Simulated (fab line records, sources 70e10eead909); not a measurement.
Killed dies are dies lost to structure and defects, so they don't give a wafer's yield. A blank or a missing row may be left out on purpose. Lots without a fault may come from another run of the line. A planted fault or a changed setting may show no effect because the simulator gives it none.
fab line records | flow nand_harc
record lots=5 wafers=15 last_day=32
route steps=1302 shown A_ONON_D1@427 A_CHANNEL_HOLE_D1@450
lots that met no fault: from a run of the same line without faults
start_h: hours from the record's first day to the start of the lot's first wafer shown | wait_h: hours since the lot's step before | " the same as in the row above | L1.1+2: a row that stands for several wafers | - no value, or no start given | * or withheld: withheld | < > ~ a bound
route shown NAME@n: a module of which the file shows steps, and the number in the route of the first | usual: mean/standard deviation of fault-free wafers | same: alike in all rows | chamber/n: place in a boat | sites: the reading at each site | _std_site: their standard deviation | _edge_site: outer sites' mean less inner sites' | radius_mm: how far each site lies from the wafer's centre | mask NAME#n: copy n | behind: the tool/chamber that last shaped the wafer | hold: why the lot was held/for how many hours/how that ended | device: the transistor (n, p or np) that didn't switch | end of line: the same wafers' tests at the end of the route | a step without rows: its recipe alone | killed: dies lost to structure and defects at the first sort, not the wafer's yield | map: a wafer's dies, x killed, . not, _ none there
set.NAME: the setting as run; set.NAME@STEP: as run at that earlier step | model.NAME: the simulator's own value behind a step, which no gauge read
lots at some steps of the route; a table a step, a row a wafer
services: from which hour (start_h, from the record's first day; less than 0 if before it) a tool's chamber was out of use, for how many hours, and why
## steps
# step NHARC_A_ONON_D1_THK_MEAS_05
# recipe thk_meas_gauge=ellipsometry
# usual thk_nm=999/8.4
# columns lot.wafer tool chamber start_h wait_h thk_nm
L077.2 film_metro-01 - 203.03 - 1007
L077.3 " - " " 1010
L077.6 " - " " 1009
L079.3 film_metro-01 - 214.89 - 996
L079.5 " - " " 996
L079.6 " - " " 995
L081.2 film_metro-02 - 232.22 - 1004
L081.5 " - " " 1007
L081.6 " - " " 1004
L091.1 film_metro-01 - 342.54 - 994
L091.3 " - " " 994
L091.6 " - " " 996
L093.1 film_metro-02 - 359.70 - 989
L093.2 " - " " 990
L093.6 " - " " 988
# step NHARC_A_ONON_D1_DEP_06
# recipe target_thk_a=10000 n2_flow_sccm=2750 n2o_flow_sccm=2000 nh3_flow_sccm=500 sih4_flow_sccm=210 temp_c=400
# columns lot.wafer tool chamber start_h wait_h
L077.2+3+6 pecvd_onon-03 0 203.14 0.1
L079.3+5+6 pecvd_onon-03 0 215.06 0.2
L081.2+5+6 pecvd_onon-01 0 232.33 0.1
L091.1+3+6 pecvd_onon-02 0 342.59 0.1
L093.1+2+6 pecvd_onon-02 0 359.75 0.1
# step NHARC_A_ONON_D1_THK_MEAS_08
# recipe thk_meas_gauge=ellipsometry
# usual thk_nm=998/8.5
# columns lot.wafer tool chamber start_h wait_h thk_nm
L077.2 film_metro-01 - 203.62 - 981
L077.3 " - " " 980
L077.6 " - " " 982
L079.3 film_metro-01 - 215.45 - 985
L079.5 " - " " 984
L079.6 " - " " 984
L081.2 film_metro-01 - 232.78 - 1002
L081.5 " - " " 1003
L081.6 " - " " 1003
L091.1 film_metro-02 - 343.10 - 1009
L091.3 " - " " 1011
L091.6 " - " " 1010
L093.1 film_metro-01 - 360.26 - 999
L093.2 " - " " 999
L093.6 " - " " 999
# step NHARC_A_ONON_D1_DEP_09
# recipe target_thk_a=10000 n2_flow_sccm=2750 n2o_flow_sccm=2000 nh3_flow_sccm=500 sih4_flow_sccm=210 temp_c=400
# columns lot.wafer tool chamber start_h wait_h
L077.2+3+6 pecvd_onon-02 0 203.73 0.1
L079.3+5+6 pecvd_onon-02 0 215.63 0.2
L081.2+5+6 pecvd_onon-02 0 232.90 0.1
L091.1+3+6 pecvd_onon-01 0 343.16 0.1
L093.1+2+6 pecvd_onon-03 0 360.32 0.1
# step NHARC_A_ONON_D1_THK_MEAS_11
# recipe thk_meas_gauge=ellipsometry
# usual thk_nm=1002/9.5
# columns lot.wafer tool chamber start_h wait_h thk_nm
L077.2 film_metro-01 - 204.19 - 998
L077.3 " - " " 998
L077.6 " - " " 998
L079.3 film_metro-02 - 216.03 - 990
L079.5 " - " " 990
L079.6 " - " " 991
L081.2 film_metro-02 - 233.35 - 1017
L081.5 " - " " 1014
L081.6 " - " " 1017
L091.1 film_metro-01 - 343.67 - 1002
L091.3 " - " " 1003
L091.6 " - " " 1004
L093.1 film_metro-02 - 360.83 - 997
L093.2 " - " " 997
L093.6 " - " " 998
# step NHARC_A_ONON_D1_DEP_12
# recipe target_thk_a=10000 n2_flow_sccm=2750 n2o_flow_sccm=2000 nh3_flow_sccm=500 sih4_flow_sccm=210 temp_c=400
# columns lot.wafer tool chamber start_h wait_h
L077.2+3+6 pecvd_onon-03 0 204.30 0.1
L079.3+5+6 pecvd_onon-01 0 216.19 0.2
L081.2+5+6 pecvd_onon-01 0 233.46 0.1
L091.1+3+6 pecvd_onon-01 0 343.72 0.1
L093.1+2+6 pecvd_onon-03 0 360.88 0.1
# step NHARC_A_ONON_D1_THK_MEAS_14
# recipe thk_meas_gauge=ellipsometry
# usual thk_nm=1002/11
# columns lot.wafer tool chamber start_h wait_h thk_nm
L077.2 film_metro-02 - 204.75 - 1003
L077.3 " - " " 1003
L077.6 " - " " 1002
L079.3 film_metro-02 - 216.59 - 1019
L079.5 " - " " 1020
L079.6 " - " " 1018
L081.2 film_metro-01 - 233.94 - 988
L081.5 " - " " 988
L081.6 " - " " 987
L091.1 film_metro-01 - 344.23 - 997
L091.3 " - " " 996
L091.6 " - " " 998
L093.1 film_metro-02 - 361.40 - 1009
L093.2 " - " " 1009
L093.6 " - " " 1009
# step NHARC_A_ONON_D1_ANNEAL_15
# recipe temp_c=750 time_s=3600
# columns lot.wafer tool chamber start_h wait_h
L077.2+3+6 furnace-03 0 208.22 3.5
L079.3+5+6 furnace-04 0 225.77 9.2
L081.2+5+6 furnace-03 0 239.67 5.7
L091.1+3+6 furnace-03 0 347.62 3.4
L093.1+2+6 furnace-03 0 364.78 3.4
# step NHARC_A_ONON_D1_DEP_16
# recipe target_thk_a=10000 n2_flow_sccm=2750 n2o_flow_sccm=2000 nh3_flow_sccm=500 sih4_flow_sccm=210 temp_c=400
# columns lot.wafer tool chamber start_h wait_h
L077.2+3+6 pecvd_onon-01 0 212.13 0.1
L079.3+5+6 pecvd_onon-01 0 229.74 0.2
L081.2+5+6 pecvd_onon-01 0 243.59 0.1
L091.1+3+6 pecvd_onon-03 0 351.45 0.1
L093.1+2+6 pecvd_onon-03 0 368.65 0.1
# step NHARC_A_ONON_D1_THK_MEAS_18
# recipe thk_meas_gauge=ellipsometry
# usual thk_nm=1000/10
# columns lot.wafer tool chamber start_h wait_h thk_nm
L077.2 film_metro-02 - 212.58 - 1010
L077.3 " - " " 1011
L077.6 " - " " 1011
L079.3 film_metro-02 - 230.14 - 981
L079.5 " - " " 981
L079.6 " - " " 983
L081.2 film_metro-01 - 244.04 - 995
L081.5 " - " " 996
L081.6 " - " " 996
L091.1 film_metro-02 - 351.96 - 1004
L091.3 " - " " 1006
L091.6 " - " " 1006
L093.1 film_metro-02 - 369.16 - 1000
L093.2 " - " " 1002
L093.6 " - " " 1002
# step NHARC_A_ONON_D1_DEP_19
# recipe target_thk_a=10000 n2_flow_sccm=2750 n2o_flow_sccm=2000 nh3_flow_sccm=500 sih4_flow_sccm=210 temp_c=400
# columns lot.wafer tool chamber start_h wait_h
L077.2+3+6 pecvd_onon-02 0 212.70 0.1
L079.3+5+6 pecvd_onon-02 0 230.31 0.2
L081.2+5+6 pecvd_onon-03 0 244.15 0.1
L091.1+3+6 pecvd_onon-01 0 352.02 0.1
L093.1+2+6 pecvd_onon-03 0 369.22 0.1
# step NHARC_A_ONON_D1_THK_MEAS_21
# recipe thk_meas_gauge=ellipsometry
# usual thk_nm=1003/8.7
# columns lot.wafer tool chamber start_h wait_h thk_nm
L077.2 film_metro-01 - 213.15 - 1007
L077.3 " - " " 1006
L077.6 " - " " 1006
L079.3 film_metro-01 - 230.71 - 994
L079.5 " - " " 995
L079.6 " - " " 995
L081.2 film_metro-02 - 244.60 - 994
L081.5 " - " " 994
L081.6 " - " " 995
L091.1 film_metro-02 - 352.53 - 1005
L091.3 " - " " 1002
L091.6 " - " " 1003
L093.1 film_metro-01 - 369.73 - 1005
L093.2 " - " " 1004
L093.6 " - " " 1003
# step NHARC_A_ONON_D1_DEP_22
# recipe target_thk_a=10000 n2_flow_sccm=2750 n2o_flow_sccm=2000 nh3_flow_sccm=500 sih4_flow_sccm=210 temp_c=400
# columns lot.wafer tool chamber start_h wait_h
L077.2+3+6 pecvd_onon-01 0 213.26 0.1
L079.3+5+6 pecvd_onon-01 0 230.88 0.2
L081.2+5+6 pecvd_onon-02 0 244.71 0.1
L091.1+3+6 pecvd_onon-02 0 352.59 0.1
L093.1+2+6 pecvd_onon-03 0 369.78 0.1
# step NHARC_A_ONON_D1_THK_MEAS_24
# recipe thk_meas_gauge=ellipsometry
# usual thk_nm=1001/13
# columns lot.wafer tool chamber start_h wait_h thk_nm
L077.2 film_metro-01 - 213.72 - 977
L077.3 " - " " 979
L077.6 " - " " 979
L079.3 film_metro-01 - 231.28 - 998
L079.5 " - " " 999
L079.6 " - " " 997
L081.2 film_metro-02 - 245.16 - 991
L081.5 " - " " 992
L081.6 " - " " 991
L091.1 film_metro-01 - 353.10 - 984
L091.3 " - " " 981
L091.6 " - " " 983
L093.1 film_metro-02 - 370.29 - 1007
L093.2 " - " " 1005
L093.6 " - " " 1005
# step NHARC_A_ONON_D1_DEP_25
# recipe target_thk_a=10000 n2_flow_sccm=2750 n2o_flow_sccm=2000 nh3_flow_sccm=500 sih4_flow_sccm=210 temp_c=400
# columns lot.wafer tool chamber start_h wait_h
L077.2+3+6 pecvd_onon-02 0 213.83 0.1
L079.3+5+6 pecvd_onon-02 0 231.45 0.2
L081.2+5+6 pecvd_onon-01 0 245.28 0.1
L091.1+3+6 pecvd_onon-03 0 353.15 0.1
L093.1+2+6 pecvd_onon-03 0 370.35 0.1
# step NHARC_A_ONON_D1_THK_MEAS_27
# recipe thk_meas_gauge=ellipsometry
# usual thk_nm=1001/10
# columns lot.wafer tool chamber start_h wait_h thk_nm
L077.2 film_metro-01 - 214.28 - 1017
L077.3 " - " " 1016
L077.6 " - " " 1017
L079.3 film_metro-02 - 231.84 - 1008
L079.5 " - " " 1009
L079.6 " - " " 1006
L081.2 film_metro-02 - 245.73 - 992
L081.5 " - " " 992
L081.6 " - " " 993
L091.1 film_metro-01 - 353.67 - 1001
L091.3 " - " " 1002
L091.6 " - " " 1002
L093.1 film_metro-01 - 370.87 - 1012
L093.2 " - " " 1013
L093.6 " - " " 1013
# step NHARC_A_ONON_D1_DEP_28
# recipe target_thk_a=10000 n2_flow_sccm=2750 n2o_flow_sccm=2000 nh3_flow_sccm=500 sih4_flow_sccm=210 temp_c=400
# columns lot.wafer tool chamber start_h wait_h
L077.2+3+6 pecvd_onon-02 0 214.40 0.1
L079.3+5+6 pecvd_onon-02 0 232.01 0.2
L081.2+5+6 pecvd_onon-03 0 245.85 0.1
L091.1+3+6 pecvd_onon-01 0 353.72 0.1
L093.1+2+6 pecvd_onon-03 0 370.92 0.1
# step NHARC_A_ONON_D1_THK_MEAS_30
# recipe thk_meas_gauge=ellipsometry
# usual thk_nm=1001/11
# columns lot.wafer tool chamber start_h wait_h thk_nm
L077.2 film_metro-02 - 214.88 - 997
L077.3 " - " " 998
L077.6 " - " " 998
L079.3 film_metro-02 - 232.41 - 991
L079.5 " - " " 992
L079.6 " - " " 990
L081.2 film_metro-01 - 246.30 - 1006
L081.5 " - " " 1008
L081.6 " - " " 1009
L091.1 film_metro-02 - 354.23 - 1017
L091.3 " - " " 1019
L091.6 " - " " 1019
L093.1 film_metro-01 - 371.42 - 990
L093.2 " - " " 990
L093.6 " - " " 990
# step NHARC_A_ONON_D1_DEP_33
# recipe target_thk_a=2000 temp_c=400 pressure_torr=6.5 rf_w=900 teos_flow_sccm=161.4 flow_sccm=2650 target_thk_nm=200 gas=O2 material=SiO2
# usual heater_power_w=617/92 throttle_valve_pct=16.1/0.34
# columns lot.wafer tool chamber start_h wait_h heater_power_w throttle_valve_pct
L077.2 pecvd-01 1 215.00 0.1 534 16.1
L077.3 " 0 " " 700 16.0
L077.6 " 1 " " 422 16.0
L079.3 pecvd-01 1 232.51 0.1 402 16.1
L079.6 " 1 " " 428 16.1
L079.5 " 2 " " 679 16.5
L081.2 pecvd-01 2 246.45 0.1 712 16.3
L081.5 " 0 " " 587 16.0
L081.6 " 1 " " 470 16.6
L091.3 pecvd-04 0 354.29 0.1 719 16.4
L091.1 " 2 " " 691 16.0
L091.6 " 0 " " 751 16.3
L093.2 pecvd-02 2 371.55 0.1 512 16.4
L093.1 " 0 " " 496 16.4
L093.6 " 0 " " 519 16.4
# step NHARC_A_ONON_D1_THK_MEAS_34
# recipe thk_meas_gauge=ellipsometry
# usual thk_nm=201/3.2
# columns lot.wafer tool chamber start_h wait_h thk_nm
L077.2 film_metro-01 - 215.51 0.4 197
L077.3 " - " " 200
L077.6 " - " " 200
L079.3 film_metro-02 - 232.88 - 198
L079.5 " - " " 202
L079.6 " - " " 201
L081.2 film_metro-01 - 246.77 - 200
L081.5 " - " " 199
L081.6 " - " " 204
L091.1 film_metro-02 - 354.70 - 200
L091.3 " - " " 199
L091.6 " - " " 199
L093.1 film_metro-02 - 371.97 - 201
L093.2 " - " " 203
L093.6 " - " " 203
# step NHARC_A_ONON_D1_INSPECT_32
# usual raw_defect_count=81/35
# columns lot.wafer tool chamber start_h wait_h raw_defect_count
L077.2 defect_inspect-02 - 215.57 0.0 73
L077.3 " - " " 92
L077.6 " - " " 37
L079.3 defect_inspect-02 - 232.94 0.0 48
L079.5 " - " " 43
L079.6 " - " " 58
L081.2 defect_inspect-02 - 246.84 0.0 122
L081.5 " - " " 92
L081.6 " - " " 73
L091.1 defect_inspect-01 - 354.77 0.0 56
L091.3 " - " " 53
L091.6 " - " " 49
L093.1 defect_inspect-01 - 372.07 0.1 115
L093.2 " - " " 99
L093.6 " - " " 101
# step NHARC_A_CHANNEL_HOLE_D1_DEP_00
# recipe target_thk_a=31000 temp_c=400 material=aC
# usual throttle_valve_pct=35.000/0.0094
# columns lot.wafer tool chamber start_h wait_h throttle_valve_pct
L077.2 acl_dep-03 0 215.96 0.4 35.010
L077.3 " 0 " " 35.012
L077.6 " 0 " " 34.984
L079.3 acl_dep-01 0 233.64 0.7 35.008
L079.5 " 0 " " 35.012
L079.6 " 0 " " 35.006
L081.2 acl_dep-01 0 250.54 3.7 34.995
L081.5 " 0 " " 34.999
L081.6 " 0 " " 34.989
L091.1 acl_dep-01 0 355.20 0.4 34.987
L091.3 " 0 " " 35.011
L091.6 " 0 " " 34.997
L093.1 acl_dep-02 0 373.17 1.1 34.997
L093.2 " 0 " " 35.008
L093.6 " 0 374.72 2.6 34.999
# step NHARC_A_CHANNEL_HOLE_D1_DEP_01
# recipe target_thk_a=1400 target_thk_nm=140 temp_c=400 pressure_torr=3.5 flow_sccm=200 rf_w=350 material=SiON
# usual heater_power_w=780/85
# columns lot.wafer tool chamber start_h wait_h heater_power_w
L077.3 pecvd-03 1 217.62 1.0 606
L077.2 " 2 " " 817
L077.6 " 1 " " 611
L079.3 pecvd-04 0 235.00 1.0 880
L079.5 " 0 " " 920
L079.6 " 1 " " 787
L081.2 pecvd-02 0 252.20 1.3 804
L081.5 " 2 " " 642
L081.6 " 0 " " 813
L091.1 pecvd-04 2 357.15 1.6 862
L091.3 " 0 " " 850
L091.6 " 2 " " 884
L093.2 pecvd-04 2 375.08 1.3 910
L093.1 " 0 " " 949
L093.6 " 2 " " 732
# step NHARC_A_CHANNEL_HOLE_D1_DEHYDRATE_02
# recipe temp_c=150 time_s=120
# columns lot.wafer tool chamber start_h wait_h
L077.2+3+6 litho_track-01 0 217.87 0.2
L079.3+5+6 litho_track-04 0 235.27 0.2
L081.2+5+6 litho_track-01 0 252.42 0.2
L091.1+3+6 litho_track-01 0 357.42 0.2
L093.1+2+6 litho_track-06 0 375.32 0.2
# step NHARC_A_CHANNEL_HOLE_D1_HMDS_03
# recipe time_s=30
# columns lot.wafer tool chamber start_h wait_h
L077.2+3+6 litho_track-01 0 - -
L079.3+5+6 litho_track-04 0 - -
L081.2+5+6 litho_track-01 0 - -
L091.1+3+6 litho_track-01 0 - -
L093.1+2+6 litho_track-06 0 - -
# step NHARC_A_CHANNEL_HOLE_D1_COAT_36
# recipe temp_c=260 time_s=75
# columns lot.wafer tool chamber start_h wait_h
L077.2+3+6 litho_track-01 0 - -
L079.3+5+6 litho_track-04 0 - -
L081.2+5+6 litho_track-01 0 - -
L091.1+3+6 litho_track-01 0 - -
L093.1+2+6 litho_track-06 0 - -
# step NHARC_A_CHANNEL_HOLE_D1_COAT_37
# recipe temp_c=225 time_s=65
# columns lot.wafer tool chamber start_h wait_h
L077.2+3+6 litho_track-01 0 - -
L079.3+5+6 litho_track-04 0 - -
L081.2+5+6 litho_track-01 0 - -
L091.1+3+6 litho_track-01 0 - -
L093.1+2+6 litho_track-06 0 - -
# step NHARC_A_CHANNEL_HOLE_D1_COAT_04
# recipe spin_rpm=1500 resist_thk_nm=90
# columns lot.wafer tool chamber start_h wait_h
L077.2+3+6 litho_track-01 0 - -
L079.3+5+6 litho_track-04 0 - -
L081.2+5+6 litho_track-01 0 - -
L091.1+3+6 litho_track-01 0 - -
L093.1+2+6 litho_track-06 0 - -
# step NHARC_A_CHANNEL_HOLE_D1_SOFTBAKE_05
# recipe temp_c=105 time_s=55
# columns lot.wafer tool chamber start_h wait_h
L077.2+3+6 litho_track-01 0 - -
L079.3+5+6 litho_track-04 0 - -
L081.2+5+6 litho_track-01 0 - -
L091.1+3+6 litho_track-01 0 - -
L093.1+2+6 litho_track-06 0 - -
# step NHARC_A_CHANNEL_HOLE_D1_EBR_06
# columns lot.wafer tool chamber start_h wait_h
L077.2+3+6 litho_track-01 0 - -
L079.3+5+6 litho_track-04 0 - -
L081.2+5+6 litho_track-01 0 - -
L091.1+3+6 litho_track-01 0 - -
L093.1+2+6 litho_track-06 0 - -
# step NHARC_A_CHANNEL_HOLE_D1_EXPOSE_07
# recipe na=1.35 target_cd_nm=100 sigma_outer=0.3 dose_mj=59.65 mask_id=HOLE_D1
# columns lot.wafer tool chamber start_h wait_h mask
L077.2+3+6 arfi_scanner-02 0 218.18 - HOLE_D1#0
L079.3+5+6 arfi_scanner-02 0 235.47 - HOLE_D1#0
L081.2+5+6 arfi_scanner-03 0 252.61 - HOLE_D1#0
L091.1+3+6 arfi_scanner-02 0 357.73 - HOLE_D1#0
L093.1+2+6 arfi_scanner-03 0 375.63 - HOLE_D1#0
# step NHARC_A_CHANNEL_HOLE_D1_PEB_08
# recipe peb_temp_c=100 peb_time_s=65
# columns lot.wafer tool chamber start_h wait_h
L077.2+3+6 litho_track-04 0 218.24 0.1
L079.3+5+6 litho_track-06 0 235.52 0.0
L081.2+5+6 litho_track-06 0 252.66 0.1
L091.1+3+6 litho_track-04 0 357.79 0.1
L093.1+2+6 litho_track-01 0 375.69 0.1
# step NHARC_A_CHANNEL_HOLE_D1_DEVELOP_09
# recipe develop_time_s=35 dev_temp_c=23
# columns lot.wafer tool chamber start_h wait_h
L077.2+3+6 litho_track-04 0 - -
L079.3+5+6 litho_track-06 0 - -
L081.2+5+6 litho_track-06 0 - -
L091.1+3+6 litho_track-04 0 - -
L093.1+2+6 litho_track-01 0 - -
# step NHARC_A_CHANNEL_HOLE_D1_CD_MEAS_10
# recipe target_cd_nm=100 landing_energy_ev=500
# usual cd_nm=100.0/0.52
# columns lot.wafer tool chamber start_h wait_h cd_nm
L077.2 cd_sem-03 0 218.32 - 99.8
L077.3 " 0 " " 100.2
L077.6 " 0 " " 99.3
L079.3 cd_sem-03 0 235.61 - 100.2
L079.5 " 0 " " 99.1
L079.6 " 0 " " 99.8
L081.2 cd_sem-01 0 252.74 - 99.9
L081.5 " 0 " " 99.9
L081.6 " 0 " " 99.2
L091.1 cd_sem-01 0 357.87 - 99.6
L091.3 " 0 " " 99.5
L091.6 " 0 " " 99.5
L093.1 cd_sem-02 0 375.77 - 100.5
L093.2 " 0 " " 99.7
L093.6 " 0 " " 99.7
# step NHARC_A_CHANNEL_HOLE_D1_OVL_MEAS_11
# usual overlay_x_nm=-0.1/0.81 overlay_y_nm=0.0/0.67
# columns lot.wafer tool chamber start_h wait_h overlay_x_nm overlay_y_nm
L077.2 overlay-02 - 218.41 - 1.8 -0.9
L077.3 " - " " 1.3 -0.4
L077.6 " - " " 1.3 -0.9
L079.3 overlay-02 - 235.69 - -0.3 0.6
L079.5 " - " " 0.0 0.2
L079.6 " - " " -0.2 0.2
L081.2 overlay-02 - 252.83 - -1.8 0.3
L081.5 " - " " -2.2 0.4
L081.6 " - " " -2.0 0.7
L091.1 overlay-01 - 357.96 - 0.7 1.4
L091.3 " - " " 0.6 1.1
L091.6 " - " " 0.4 1.5
L093.1 overlay-01 - 375.88 - -0.6 0.6
L093.2 " - " " 0.1 0.5
L093.6 " - " " 0.0 0.3
# step NHARC_A_CHANNEL_HOLE_D1_INSPECT_12
# usual raw_defect_count=6/3.3
# columns lot.wafer tool chamber start_h wait_h raw_defect_count
L077.2 defect_inspect-01 - 218.44 0.0 8
L077.3 " - " " 2
L077.6 " - " " 6
L079.3 defect_inspect-01 - 235.73 0.0 8
L079.5 " - " " 3
L079.6 " - " " 3
L081.2 defect_inspect-01 - 252.87 0.0 13
L081.5 " - " " 5
L081.6 " - " " 7
L091.1 defect_inspect-02 - 358.00 0.0 8
L091.3 " - " " 3
L091.6 " - " " 4
L093.1 defect_inspect-02 - 375.91 0.0 7
L093.2 " - " " 3
L093.6 " - " " 7
# step NHARC_A_CHANNEL_HOLE_D1_DESCUM_15
# recipe time_s=3 o2_flow_sccm=200 ar_flow_sccm=0 bias_power_w=0 chemistry=O2
# usual chamber_pressure_mTorr=60.01/0.058 drypump_motor_current_A=5.9/0.46 oes_product_au=0.999/0.012 rf_vpp_V=57.8/0.94 showerhead_plenum_p_Torr=1.92/0.076 throttle_valve_pct=11.311/0.01
# columns lot.wafer tool chamber start_h wait_h chamber_pressure_mTorr drypump_motor_current_A oes_product_au rf_hours_counter_h rf_vpp_V showerhead_plenum_p_Torr throttle_valve_pct
L077.2 rie_diel-12 3 218.50 0.1 60.06 5.1 1.018 45 58.2 1.83 11.300
L077.3 " 2 " " 60.06 5.6 0.990 42 58.5 1.97 11.304
L077.6 " 0 " " 60.04 6.1 0.986 - 57.8 2.05 11.298
L079.3 rie_diel-06 0 235.80 0.1 60.01 5.9 1.005 9 57.1 1.95 11.326
L079.6 " 2 " " 60.06 6.7 0.972 - 56.6 1.83 11.299
L079.5 " 3 " " 59.91 5.9 0.999 - 57.8 1.89 11.315
L081.2 rie_diel-06 2 252.94 0.1 60.14 6.7 0.994 9 55.1 1.83 11.331
L081.6 " 0 " " 60.06 5.9 1.025 - 57.3 1.95 11.313
L081.5 " 1 " " 59.99 5.7 1.005 - 58.0 2.00 11.308
L091.1 rie_diel-06 1 358.07 0.1 60.03 5.7 0.995 3 57.5 2.00 11.316
L091.3 " 3 " " 59.90 5.9 0.996 3 56.9 1.89 11.312
L091.6 " 0 " " 60.01 5.9 0.986 - 56.3 1.95 11.302
L093.1 rie_diel-06 2 375.99 0.1 59.92 6.7 0.989 6 58.4 1.82 11.315
L093.2 " 3 " " 60.03 5.9 0.995 6 58.0 1.89 11.324
L093.6 " 0 " " 60.05 5.8 0.997 - 55.7 1.95 11.296
# step NHARC_A_CHANNEL_HOLE_D1_ETCH_38
# recipe target_depth_a=390 over_etch_frac=0.3 time_s=65 ion_energy_ev=80 cf4_flow_sccm=150 ar_flow_sccm=0 rf_w=300 bias_w=100 chemistry=CF4
# usual chamber_pressure_mTorr=50.00/0.066 drypump_motor_current_A=5.9/0.49 oes_product_au=0.997/0.013 rf_vpp_V=151.3/1.2 showerhead_plenum_p_Torr=1.77/0.067 throttle_valve_pct=13.284/0.0081
# columns lot.wafer tool chamber start_h wait_h chamber_pressure_mTorr drypump_motor_current_A oes_product_au rf_hours_counter_h rf_vpp_V showerhead_plenum_p_Torr throttle_valve_pct
L077.3 rie_diel-12 2 218.64 0.1 50.08 5.6 0.997 42 152.2 1.82 13.285
L077.2 " 1 " " 50.02 5.2 1.015 39 149.0 1.64 13.291
L077.6 " 2 " " 49.96 5.7 0.993 - 151.9 1.82 13.274
L079.3 rie_diel-06 3 235.88 0.1 49.97 5.9 0.999 5 151.0 1.75 13.286
L079.5 " 1 " " 49.93 5.7 1.010 - 153.0 1.84 13.283
L079.6 " 2 " " 49.99 6.7 0.988 - 150.6 1.69 13.288
L081.2 rie_diel-06 0 253.03 0.1 50.06 5.9 1.010 10 151.6 1.80 13.283
L081.6 " 1 " " 50.04 5.7 1.008 - 150.7 1.84 13.281
L081.5 " 2 " " 50.12 6.7 0.988 - 150.3 1.69 13.288
L091.3 rie_diel-06 1 358.14 0.1 50.02 5.7 1.002 3 151.6 1.84 13.276
L091.1 " 3 " " 49.99 5.9 0.987 3 150.0 1.75 13.275
L091.6 " 2 " " 49.93 6.7 0.991 - 150.1 1.69 13.293
L093.1 rie_diel-06 3 376.06 0.1 50.02 5.9 0.991 6 151.0 1.75 13.283
L093.2 " 1 " " 49.91 5.7 1.007 5 151.5 1.84 13.291
L093.6 " 3 " " 49.98 5.9 0.992 - 151.4 1.75 13.292
# step NHARC_A_CHANNEL_HOLE_D1_ETCH_39
# recipe target_depth_a=2600 over_etch_frac=0.3 time_s=325 ion_energy_ev=200 n2_flow_sccm=150 h2_flow_sccm=150 ar_flow_sccm=0 rf_w=400 bias_w=150 chemistry=N2/H2
# usual chamber_pressure_mTorr=29.998/0.029 drypump_motor_current_A=5.9/0.46 oes_product_au=0.998/0.012 rf_vpp_V=430.6/2.5 showerhead_plenum_p_Torr=2.04/0.083 throttle_valve_pct=14.172/0.0079
# columns lot.wafer tool chamber start_h wait_h chamber_pressure_mTorr drypump_motor_current_A oes_product_au rf_hours_counter_h rf_vpp_V showerhead_plenum_p_Torr throttle_valve_pct
L077.2 rie_diel-12 2 - - 30.031 5.6 1.000 42 432.6 2.10 14.165
L077.3 " 0 " " 29.979 6.0 0.978 39 434.9 2.19 14.168
L077.6 " 2 " " 29.971 5.6 0.989 - 433.4 2.10 14.169
L079.3 rie_diel-06 3 - - 30.031 5.9 1.008 5 429.6 2.01 14.157
L079.6 " 3 " " 30.001 5.9 1.015 - 428.7 2.01 14.158
L079.5 " 0 " " 29.988 5.9 1.013 - 432.3 2.08 14.174
L081.2 rie_diel-06 0 - - 30.033 5.9 1.010 10 431.0 2.08 14.180
L081.6 " 0 " " 29.999 5.9 1.005 - 431.6 2.08 14.187
L081.5 " 1 " " 30.013 5.7 1.001 - 433.6 2.14 14.168
L091.3 rie_diel-06 3 - - 29.926 5.9 0.991 3 430.2 2.01 14.176
L091.1 " 2 " " 30.012 6.7 0.991 3 427.7 1.94 14.180
L091.6 " 0 " " 30.017 5.9 0.990 - 430.2 2.08 14.173
L093.1 rie_diel-06 1 - - 30.049 5.7 1.007 5 432.1 2.13 14.179
L093.2 " 0 " " 30.041 5.9 0.994 6 432.4 2.07 14.169
L093.6 " 2 " " 29.970 6.7 1.004 - 427.9 1.94 14.160
# step NHARC_A_CHANNEL_HOLE_D1_ETCH_34
# recipe target_depth_a=1540 time_s=77 cf4_flow_sccm=100 chf3_flow_sccm=30 ar_flow_sccm=0 rf_w=500 bias_w=200 chemistry=CF4/CHF3
# usual chamber_pressure_mTorr=24.997/0.023 drypump_motor_current_A=5.9/0.48 oes_product_au=0.941/0.023 rf_vpp_V=370.8/2.2 showerhead_plenum_p_Torr=1.58/0.061 throttle_valve_pct=16.803/0.0087
# columns lot.wafer tool chamber start_h wait_h chamber_pressure_mTorr drypump_motor_current_A oes_product_au rf_hours_counter_h rf_vpp_V showerhead_plenum_p_Torr throttle_valve_pct
L077.3 rie_diel-12 2 - - 24.991 5.6 0.959 42 372.3 1.62 16.821
L077.2 " 0 " " 24.963 6.0 0.925 39 374.1 1.68 16.802
L077.6 " 2 " " 25.021 5.6 0.952 - 373.3 1.62 16.792
L079.3 rie_diel-06 1 - - 25.013 5.7 0.928 9 373.2 1.64 16.796
L079.5 " 1 " " 25.016 5.7 0.924 - 372.7 1.64 16.804
L079.6 " 2 " " 24.999 6.7 0.950 - 367.3 1.51 16.811
L081.2 rie_diel-06 0 - - 25.009 5.9 0.972 10 371.9 1.60 16.816
L081.6 " 2 " " 25.008 6.7 0.960 - 369.4 1.51 16.789
L081.5 " 3 " " 25.009 5.9 0.971 - 370.8 1.56 16.789
L091.3 rie_diel-06 0 - - 25.015 5.9 0.956 3 371.7 1.60 16.804
L091.1 " 1 " " 24.985 5.7 0.954 3 373.0 1.64 16.807
L091.6 " 3 " " 24.988 5.9 0.968 - 369.9 1.55 16.807
L093.1 rie_diel-06 0 - - 24.972 5.9 0.907 6 372.3 1.60 16.811
L093.2 " 3 " " 25.001 5.9 0.912 7 370.8 1.55 16.793
L093.6 " 1 " " 24.994 5.7 0.928 - 372.3 1.64 16.799
## services
# columns tool chamber start_h hours kind
pecvd_onon-02 - 185.19 13.0 pm
acl_dep-01 - 187.86 13.0 pm
pecvd-04 1 194.13 12.8 repair
litho_track-04 - 203.01 7.0 pm
pecvd-04 - 212.28 1.5 repair
pecvd-01 2 212.47 5.8 repair
pecvd_onon-03 - 227.01 13.0 pm
pecvd-04 - 238.63 0.6 repair
pecvd-04 2 247.13 10.3 repair
pecvd-04 0 251.44 9.6 repair
arfi_scanner-02 - 252.39 0.4 repair
rie_diel-12 2 261.52 4.8 repair
pecvd-04 2 264.51 19.2 repair
pecvd_onon-01 - 269.00 13.0 pm
pecvd-04 - 269.12 13.0 pm
rie_diel-12 - 269.93 9.0 pm
pecvd-01 - 290.25 0.8 repair
rie_diel-06 3 291.71 6.7 repair
furnace-03 - 296.48 26.0 pm
rie_diel-06 - 307.21 9.0 pm
litho_track-01 - 330.00 7.0 pm
rie_diel-12 3 338.90 21.6 repair
litho_track-06 - 354.00 7.0 pm
pecvd_onon-02 - 366.19 13.0 pm
## key
fault none
